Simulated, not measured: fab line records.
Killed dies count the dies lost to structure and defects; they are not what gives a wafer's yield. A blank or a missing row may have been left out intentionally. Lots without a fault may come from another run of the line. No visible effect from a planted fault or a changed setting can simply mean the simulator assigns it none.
fab line records	flow n5_finfet
record: lots: 4	wafers: 12	last_day: 18
route steps=1938 shown BEOL_M2@871 BEOL_M4@1111 PASSIVATION@1936
lots that met no fault: from a run of the same line without faults
start_h: the number of hours between the record's first day and the start of the first shown wafer of the lot	wait_h: how many hours have passed since the lot's step before this one	" repeats the value in the row above	L1.1+2: several wafers, shown together as one row	- no value present, or no start provided	* or withheld: withheld	< > ~ a bound
route shown NAME@n: names a module that has steps shown in the file, with the first one's number in the route	usual: the fault-free wafers' mean and standard deviation	same: alike in all rows	chamber/n: place in a boat	sites: each site's reading	_std_site: standard deviation across them	_edge_site: mean of outer sites minus mean of inner sites	radius_mm: how far each site lies from the wafer's centre	mask NAME#n: copy n	behind: the tool/chamber that last shaped the wafer	hold: what put the lot on hold/how long, in hours/how the hold closed	device: the n, p or np transistor that did not switch	end of line: the same wafers' tests at the end of the route	a step with no rows: only its recipe	killed: not the wafer's yield, but the dies lost to structure and defects at the first sort	map: a wafer's dies, marking killed ones x, the rest . and places with no die _
set.NAME: the setting as run; set.NAME@STEP: as run at that earlier step	model.NAME: the simulator's own value behind a step, which no gauge read
certain route steps with their lots: each step a table, each wafer a row
services: from which hour (start_h, from the record's first day; less than 0 if before it) a tool's chamber was out of use, for how many hours, and why
== steps ==
step: N5_BEOL_M2_EBR_24
recipe: solvent: PGMEA	ebr_width_mm: 1.5
step: N5_BEOL_M2_SOFTBAKE_23
recipe: temp_c: 110	time_s: 60	resist: CAR-EUV
step: N5_BEOL_M2_EXPOSE_25
recipe: mask_id: V1	na: 0.33	source_shape: quasar	sigma_inner: 0.2	sigma_outer: 0.8	polarization: unpolarized	defocus_nm: 5	dose_mj: 63
step: N5_BEOL_M2_PEB_26
recipe: peb_temp_c: 100	peb_time_s: 60	resist: CAR-EUV
step: N5_BEOL_M2_DEVELOP_27
recipe: develop_time_s: 30	developer: TMAH	resist: CAR-EUV	rinse_liquid: surfactant_rinse	dry: air_spin	dev_temp_c: 23
step: N5_BEOL_M2_DESCUM_33
recipe: chemistry: O2	time_s: 7	source_power_w: 50	bias_power_w: 20	pressure_mtorr: 20	rf_frequency_hz: 2.712e+07	temp_c: 40	resist: CAR-EUV	o2_flow_sccm: 225
step: N5_BEOL_M2_ETCH_77
recipe: chemistry: N2/H2	target: underlayer	target_depth_a: 65	mask_material: CAR-EUV	time_s: 5.2	ion_energy_ev: 200	pressure_mtorr: 30	source_w: 840	bias_w: 150	n2_flow_sccm: 200	h2_flow_sccm: 200	ends: cleared
step: N5_BEOL_M2_ETCH_69
recipe: chemistry: CF4	target: SiARC	target_depth_a: 156	mask_material: CAR-EUV	time_s: 26	ion_energy_ev: 80	pressure_mtorr: 40	source_w: 545	bias_w: 36	Ar_flow_sccm: 100	cf4_flow_sccm: 100	ends: cleared
step: N5_BEOL_M2_ALD_98
recipe: material: SiO2	target_thk_a: 25	temp_c: 100	ald_precursor_family: BDEAS	ald_co_reactant: O2-plasma	pulse_time_s: 1	co_reactant_pulse_time_s: 1	purge_time_s: 2	co_reactant_purge_time_s: 2	ald_cycles: 17	pressure_torr: 2
step: N5_BEOL_M2_ETCHBACK_99
recipe: chemistry: CHF3	target: SiO2	target_depth_a: 50	time_s: 10.4	source_w: 215	bias_w: 47	Ar_flow_sccm: 200	CHF3_flow_sccm: 12	ion_energy_ev: 100	pressure_mtorr: 30
usual: CHF3_flow_sccm: 11.99/0.036	bias_w: 47.01/0.14	drypump_motor_current_A: 5.53/0.28	oes_product_au: 0.84/0.073	rf_vpp_V: 241.0/2.3	showerhead_plenum_p_Torr: 2.19/0.061	throttle_valve_pct: 16.97/0.29
lot.wafer	tool	chamber	start_h	wait_h	CHF3_flow_sccm	bias_w	drypump_motor_current_A	oes_product_au	rf_hours_counter_h	rf_vpp_V	showerhead_plenum_p_Torr	throttle_valve_pct	model.CAR-EUV_of_BEOL_M2_COAT_22.thk_nm
L613.1	rie_diel-04	1	171.23	4.0	11.93	46.88	5.72	0.98	2	240.5	2.21	16.87	10.2
L613.4	"	3	"	"	12.05	47.05	5.52	0.92	32	239.7	2.19	16.56	10.2
L613.5	"	0	"	"	11.96	47.08	5.41	0.83	-	241.0	2.27	17.24	10.2
L619.1	rie_diel-03	0	201.90	1.0	-	-	-	-	-	-	-	-	11.2
L619.3	"	1	"	"	-	-	-	-	-	-	-	-	11
L619.6	"	0	"	"	-	-	-	-	-	-	-	-	11
L620.1	rie_diel-04	2	214.51	4.7	-	-	-	-	-	-	-	-	11.2
L620.4	"	3	"	"	-	-	-	-	-	-	-	-	11.2
L620.5	"	0	"	"	-	-	-	-	-	-	-	-	11.2
L629.1	rie_diel-04	0	275.82	10.9	11.99	46.96	5.43	0.78	97	241.4	2.25	17.31	10.4
L629.3	"	1	"	"	11.97	47.38	5.74	0.88	36	242.8	2.20	16.92	10.4
L629.5	"	3	"	"	11.96	46.94	5.51	0.84	-	239.0	2.18	16.63	10.4
step: N5_BEOL_M2_ETCH_70
recipe: chemistry: N2/H2	target: SOC	target_depth_a: 800	overetch_a: 240	mask_material: SiARC	temp_c: 40	time_s: 130	ion_energy_ev: 200	pressure_mtorr: 30	source_w: 840	bias_w: 150	n2_flow_sccm: 200	h2_flow_sccm: 200
step: N5_BEOL_M4_RC_MEAS_101
usual: DIBL_N: 36.4/1.4	DIBL_P: 36.3/1.8	IOFF_N: 0.163/0.024	IOFF_P: 0.21/0.034	ION_N: 673/11	ION_P: 461/7.4	SS_N: 71.6/0.52	SS_P: 73.3/0.58	VT_N: 249.4/2.5	VT_P: -250/3.5
lot.wafer	tool	chamber	start_h	wait_h	DIBL_N[mV/V]	DIBL_P[mV/V]	IOFF_N[nA/um]	IOFF_P[nA/um]	ION_N[uA/um]	ION_P[uA/um]	SS_N[mV/dec]	SS_P[mV/dec]	VT_N[mV]	VT_P[mV]
L613.1	prober-01	0	201.62	0.0	35.6	36.3	0.159	0.20	674	457	71.3	73.8	251.1	-252
L613.4	"	0	"	"	35.8	36.3	0.154	0.20	663	457	71.4	73.7	251.2	-252
L613.5	"	0	"	"	36.3	37.0	0.165	0.22	664	455	72.2	73.6	251.1	-251
L629.1	prober-02	0	303.08	0.0	36.6	37.1	0.174	0.23	684	471	71.2	73.2	246.6	-247
L629.3	"	0	"	"	34.5	33.6	0.128	0.18	667	461	70.7	71.8	250.9	-250
L629.5	"	0	"	"	37.4	37.7	0.185	0.24	687	471	71.4	72.7	246.8	-248
step: N5_PASSIVATION_PROBE_49
usual: defect_limited_yield: 91.4/1.6	killed_at_M0_to_M3: 34/12	killed_at_M4_up: 13/5.2	killed_at_contacts: 11/5.5	killed_at_front_end: 40/13	killed_at_other: 3.4/2.7	killed_dies: 102/19	killed_on_rim: 13/4.3	killed_open: 66/15	killed_short: 33/7.9	sort_bin_5_function: 5.1/1.1	sort_bin_6_memory: 3.2/0.7	sort_n_pass: 1078/19	sort_yield_pct: 91.4/1.6
same: gross_dies: 1180	killed_at_back_side: 0	sort_bin_4_leakage[%]: 0	sort_bin_8_speed[%]: 0
lot.wafer	tool	chamber	start_h	wait_h	defect_limited_yield[%]	killed_at_M0_to_M3	killed_at_M4_up	killed_at_contacts	killed_at_front_end	killed_at_other	killed_dies	killed_on_rim	killed_open	killed_short	sort_bin_5_function[%]	sort_bin_6_memory[%]	sort_n_pass	sort_yield_pct[%]
L619.1	prober-02	-	341.60	0.0	0	1113	16	13	34	4	1180	152	77	41	95.9	3.6	0	0
L619.3	prober-02	-	341.70	0.1	0	1118	13	15	33	1	1180	152	84	44	95.8	3.6	0	0
L619.6	prober-02	-	341.85	0.3	0	1100	17	22	37	4	1180	152	78	35	95.8	3.9	0	0
L620.1	prober-01	-	357.07	0.0	0	1098	10	5	67	0	1180	152	71	27	96.9	2.9	0	0
L620.4	prober-01	-	357.22	0.2	0	1125	16	4	33	2	1180	152	66	24	96.9	3.1	0	0
L620.5	prober-01	-	357.27	0.2	0	1099	8	10	55	8	1180	152	78	36	95.4	4.3	0	0
killed by level:class
L619.1 BEOL_M2:area_etchback=1059 BEOL_M2:geometric_particle:open=19 BEOL_M0_SAQP:geometric_particle:short=13 MOL_CONTACT_COAG:geometric_particle:open=11 BEOL_M0_SAQP:geometric_particle:open=10 FIN_SAQP:geometric_particle:short=9 BEOL_M4:geometric_particle:open=9 FIN_SAQP:geometric_particle:open=5
L619.3 BEOL_M2:area_etchback=1052 BEOL_M0_SAQP:geometric_particle:short=20 BEOL_M2:geometric_particle:open=20 BEOL_M0_SAQP:geometric_particle:open=16 MOL_CONTACT_COAG:geometric_particle:open=15 FIN_SAQP:geometric_particle:short=10 BEOL_M4:geometric_particle:open=8 STI_FIN_REVEAL:geometric_particle:open=6
L619.6 BEOL_M2:area_etchback=1066 MOL_CONTACT_COAG:geometric_particle:open=18 BEOL_M0_SAQP:geometric_particle:open=12 FIN_SAQP:geometric_particle:open=10 BEOL_M4:geometric_particle:open=10 BEOL_M3:geometric_particle:open=9 BEOL_M0_SAQP:geometric_particle:short=7 FIN_SAQP:geometric_particle:short=5
L620.1 BEOL_M2:area_etchback=1080 FIN_SAQP:geometric_particle:open=17 STI_FIN_REVEAL:geometric_particle:open=13 DUMMY_GATE:geometric_particle:open=10 BEOL_M3:geometric_particle:open=7 BEOL_M2:geometric_particle:open=6 FIN_SAQP:geometric_particle:short=5 BEOL_M4:geometric_particle:open=5
L620.4 BEOL_M2:area_etchback=1090 BEOL_M2:geometric_particle:open=10 BEOL_M1:geometric_particle:open=9 STI_FIN_REVEAL:geometric_particle:open=8 BEOL_M0_SAQP:geometric_particle:open=8 BEOL_M4:geometric_particle:open=7 FIN_SAQP:geometric_particle:open=6 FIN_SAQP:geometric_particle:short=4
L620.5 BEOL_M2:area_etchback=1064 STI_FIN_REVEAL:geometric_particle:open=22 BEOL_M2:geometric_particle:open=11 DUMMY_GATE:geometric_particle:open=10 MOL_CONTACT_COAG:geometric_particle:open=7 BEOL_M3:geometric_particle:open=7 FIN_SAQP:geometric_particle:open=5 FIN_SAQP:geometric_particle:short=4
map L619.1 (x killed, . not)
_________________xxxxxxxxxxxx________________
______________xxxxxxxxxxxxxxxxxx_____________
___________xxxxxxxxxxxxxxxxxxxxxxxx__________
__________xxxxxxxxxxxxxxxxxxxxxxxxxx_________
________xxxxxxxxxxxxxxxxxxxxxxxxxxxxxx_______
_______xxxxxxxxxxxxxxxxxxxxxxxxxxxxxxxx______
______xxxxxxxxxxxxxxxxxxxxxxxxxxxxxxxxxx_____
_____xxxxxxxxxxxxxxxxxxxxxxxxxxxxxxxxxxxx____
____xxxxxxxxxxxxxxxxxxxxxxxxxxxxxxxxxxxxxx___
___xxxxxxxxxxxxxxxxxxxxxxxxxxxxxxxxxxxxxxxx__
___xxxxxxxxxxxxxxxxxxxxxxxxxxxxxxxxxxxxxxxx__
__xxxxxxxxxxxxxxxxxxxxxxxxxxxxxxxxxxxxxxxxxx_
__xxxxxxxxxxxxxxxxxxxxxxxxxxxxxxxxxxxxxxxxxx_
_xxxxxxxxxxxxxxxxxxxxxxxxxxxxxxxxxxxxxxxxxxxx
_xxxxxxxxxxxxxxxxxxxxxxxxxxxxxxxxxxxxxxxxxxxx
_xxxxxxxxxxxxxxxxxxxxxxxxxxxxxxxxxxxxxxxxxxxx
_xxxxxxxxxxxxxxxxxxxxxxxxxxxxxxxxxxxxxxxxxxxx
_xxxxxxxxxxxxxxxxxxxxxxxxxxxxxxxxxxxxxxxxxxxx
_xxxxxxxxxxxxxxxxxxxxxxxxxxxxxxxxxxxxxxxxxxxx
_xxxxxxxxxxxxxxxxxxxxxxxxxxxxxxxxxxxxxxxxxxxx
_xxxxxxxxxxxxxxxxxxxxxxxxxxxxxxxxxxxxxxxxxxxx
__xxxxxxxxxxxxxxxxxxxxxxxxxxxxxxxxxxxxxxxxxx_
__xxxxxxxxxxxxxxxxxxxxxxxxxxxxxxxxxxxxxxxxxx_
___xxxxxxxxxxxxxxxxxxxxxxxxxxxxxxxxxxxxxxxx__
___xxxxxxxxxxxxxxxxxxxxxxxxxxxxxxxxxxxxxxxx__
____xxxxxxxxxxxxxxxxxxxxxxxxxxxxxxxxxxxxxx___
_____xxxxxxxxxxxxxxxxxxxxxxxxxxxxxxxxxxxx____
______xxxxxxxxxxxxxxxxxxxxxxxxxxxxxxxxxx_____
_______xxxxxxxxxxxxxxxxxxxxxxxxxxxxxxxx______
________xxxxxxxxxxxxxxxxxxxxxxxxxxxxxx_______
__________xxxxxxxxxxxxxxxxxxxxxxxxxx_________
___________xxxxxxxxxxxxxxxxxxxxxxxx__________
______________xxxxxxxxxxxxxxxxxx_____________
_________________xxxxxxxxxxxx________________
map L620.1 (x killed, . not)
_________________xxxxxxxxxxxx________________
______________xxxxxxxxxxxxxxxxxx_____________
___________xxxxxxxxxxxxxxxxxxxxxxxx__________
__________xxxxxxxxxxxxxxxxxxxxxxxxxx_________
________xxxxxxxxxxxxxxxxxxxxxxxxxxxxxx_______
_______xxxxxxxxxxxxxxxxxxxxxxxxxxxxxxxx______
______xxxxxxxxxxxxxxxxxxxxxxxxxxxxxxxxxx_____
_____xxxxxxxxxxxxxxxxxxxxxxxxxxxxxxxxxxxx____
____xxxxxxxxxxxxxxxxxxxxxxxxxxxxxxxxxxxxxx___
___xxxxxxxxxxxxxxxxxxxxxxxxxxxxxxxxxxxxxxxx__
___xxxxxxxxxxxxxxxxxxxxxxxxxxxxxxxxxxxxxxxx__
__xxxxxxxxxxxxxxxxxxxxxxxxxxxxxxxxxxxxxxxxxx_
__xxxxxxxxxxxxxxxxxxxxxxxxxxxxxxxxxxxxxxxxxx_
_xxxxxxxxxxxxxxxxxxxxxxxxxxxxxxxxxxxxxxxxxxxx
_xxxxxxxxxxxxxxxxxxxxxxxxxxxxxxxxxxxxxxxxxxxx
_xxxxxxxxxxxxxxxxxxxxxxxxxxxxxxxxxxxxxxxxxxxx
_xxxxxxxxxxxxxxxxxxxxxxxxxxxxxxxxxxxxxxxxxxxx
_xxxxxxxxxxxxxxxxxxxxxxxxxxxxxxxxxxxxxxxxxxxx
_xxxxxxxxxxxxxxxxxxxxxxxxxxxxxxxxxxxxxxxxxxxx
_xxxxxxxxxxxxxxxxxxxxxxxxxxxxxxxxxxxxxxxxxxxx
_xxxxxxxxxxxxxxxxxxxxxxxxxxxxxxxxxxxxxxxxxxxx
__xxxxxxxxxxxxxxxxxxxxxxxxxxxxxxxxxxxxxxxxxx_
__xxxxxxxxxxxxxxxxxxxxxxxxxxxxxxxxxxxxxxxxxx_
___xxxxxxxxxxxxxxxxxxxxxxxxxxxxxxxxxxxxxxxx__
___xxxxxxxxxxxxxxxxxxxxxxxxxxxxxxxxxxxxxxxx__
____xxxxxxxxxxxxxxxxxxxxxxxxxxxxxxxxxxxxxx___
_____xxxxxxxxxxxxxxxxxxxxxxxxxxxxxxxxxxxx____
______xxxxxxxxxxxxxxxxxxxxxxxxxxxxxxxxxx_____
_______xxxxxxxxxxxxxxxxxxxxxxxxxxxxxxxx______
________xxxxxxxxxxxxxxxxxxxxxxxxxxxxxx_______
__________xxxxxxxxxxxxxxxxxxxxxxxxxx_________
___________xxxxxxxxxxxxxxxxxxxxxxxx__________
______________xxxxxxxxxxxxxxxxxx_____________
_________________xxxxxxxxxxxx________________
== services ==
tool	chamber	start_h	hours	kind
rie_diel-03	3	148.21	-	clean
rie_diel-03	3	148.21	-	consumable_replace:focus_ring
rie_diel-03	3	148.21	29.4	scheduled_down
rie_diel-03	3	148.21	29.4	vent_cycle
rie_diel-04	1	149.34	-	clean
rie_diel-04	1	149.34	-	consumable_replace:focus_ring
rie_diel-04	1	149.34	18.4	scheduled_down
rie_diel-04	1	149.34	18.4	vent_cycle
rie_diel-03	1	211.40	-	clean
rie_diel-03	1	211.40	-	consumable_replace:focus_ring
rie_diel-03	1	211.40	17.4	scheduled_down
rie_diel-03	1	211.40	17.4	vent_cycle
== key ==
first_sign: step: N5_BEOL_M2_ETCHBACK_99	reading: tool_record	direction: missing
effect: step: N5_PASSIVATION_PROBE_49	reading: killed_at_M0_to_M3	direction: up	sigmas: 90	usual: 34	struck: 1109
model_effect: step: N5_BEOL_M2_ETCHBACK_99	value: CAR-EUV_of_BEOL_M2_COAT_22.thk_nm	without: 10.4	struck: 11.13
more_kills_born_at: N5_BEOL_M2_ETCHBACK_99@rie_diel-04: 3234	N5_BEOL_M2_ETCHBACK_99@rie_diel-03: 3177
met_at N5_BEOL_M2_ETCHBACK_99
struck_wafers L619.1,L619.3,L619.6,L620.1,L620.4,L620.5
later_rows_left_out L619.1,L619.3,L619.6,L620.1,L620.4,L620.5
onset_between 171.23 201.90
fault: kind: skipped_step_whole	tool: rie_diel-03,rie_diel-04	chamber: -	onset_h: 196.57	steps: N5_BEOL_M2_ETCHBACK_99	scope: struck_lots_only
later_rows_left_out: the simulator's readings of these wafers behind a module that went badly wrong aren't trusted and aren't shown, but for the sort
